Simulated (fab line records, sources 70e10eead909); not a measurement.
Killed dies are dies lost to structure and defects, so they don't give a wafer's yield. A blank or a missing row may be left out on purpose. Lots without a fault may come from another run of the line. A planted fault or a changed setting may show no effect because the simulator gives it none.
Chamber matching | flow nand_harc | NHARC_A_STAIRCASE_ETCH_444 on rie_diel-04: 4 sister chambers
The step etches the open film in C4F8/O2, target depth 20400 nm, time 6800 s. 14 wafers are shown with their chamber, then 7 later ones without.

WAFERS WITH THEIR CHAMBER
wafer  | chamber | rf_fwd_power_W (W) | rf_vpp_V (V) | oes_product_au (a.u.)
L076.2 | 3       | 600.2              | 814          | 0.920
L076.3 | 0       | 600.3              | 803          | 0.924
L076.6 | 0       | 598.8              | 801          | 0.926
L082.2 | 1       | 599.3              | 799          | 0.914
L082.4 | 3       | 598.1              | 812          | 0.930
L082.6 | 2       | 605.4              | 811          | 0.914
L084.1 | 3       | 600.0              | 812          | 0.931
L084.2 | 1       | 599.0              | 799          | 0.933
L084.4 | 0       | 601.6              | 800          | 0.920
L087.1 | 1       | 599.7              | 816          | 0.921
L087.2 | 0       | 599.5              | 802          | 0.918
L087.3 | 3       | 602.8              | 814          | 0.923
L093.2 | 1       | 597.7              | 817          | 0.924
L093.3 | 2       | 603.3              | 809          | 0.917

SIGNATURES (means of the wafers above)
reading        | chamber 0 | chamber 1 | chamber 2 | chamber 3 | scatter within a chamber
rf_fwd_power_W | 600.050   | 598.925   | 604.350   | 600.275   | 1.41
rf_vpp_V       | 801.50    | 807.75    | 810.00    | 813.00    | 5.64
oes_product_au | 0.92200   | 0.92300   | 0.91550   | 0.92600   | 0.00563
Rule: a wafer's distance from a chamber is the root of the sum, over the readings, of the square of ((its reading less the chamber's mean) divided by the reading's scatter). The wafer belongs to the nearest chamber; if the next one is less than 2 further off, it can't be placed. The scatter: the root of (the sum of the squares of (reading less its chamber's mean) over the shown wafers, divided by (wafers less chambers)).

WAFERS WITHOUT THEIR CHAMBER
wafer  | rf_fwd_power_W (W) | rf_vpp_V (V) | oes_product_au (a.u.)
L093.5 | 599.5              | 809          | 0.927
L095.1 | 599.4              | 809          | 0.927
L095.5 | 600.0              | 815          | 0.930
L095.4 | 598.3              | 810          | 0.923
L097.3 | 602.2              | 815          | 0.923
L097.4 | 600.5              | 809          | 0.923
L097.6 | 603.1              | 816          | 0.922

WHICH CHAMBER EACH WENT THROUGH
wafer  | from the rows above               | in truth
L093.5 | can't be placed: 1 or 3 or 0      | 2
L095.1 | can't be placed: 1 or 3 or 0      | 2
L095.5 | can't be placed: 3 or 1 or 0      | 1
L095.4 | can't be placed: 1 or 3 or 0      | 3
L097.3 | can't be placed: 3 or 2 or 1 or 0 | 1
L097.4 | can't be placed: 3 or 1 or 0      | 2
L097.6 | can't be placed: 2 or 3 or 1 or 0 | 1
Placed correctly: 0 of 7. Can't be placed from these rows: 7 (the true chamber is among the candidates in 4). Placed wrongly: 0.
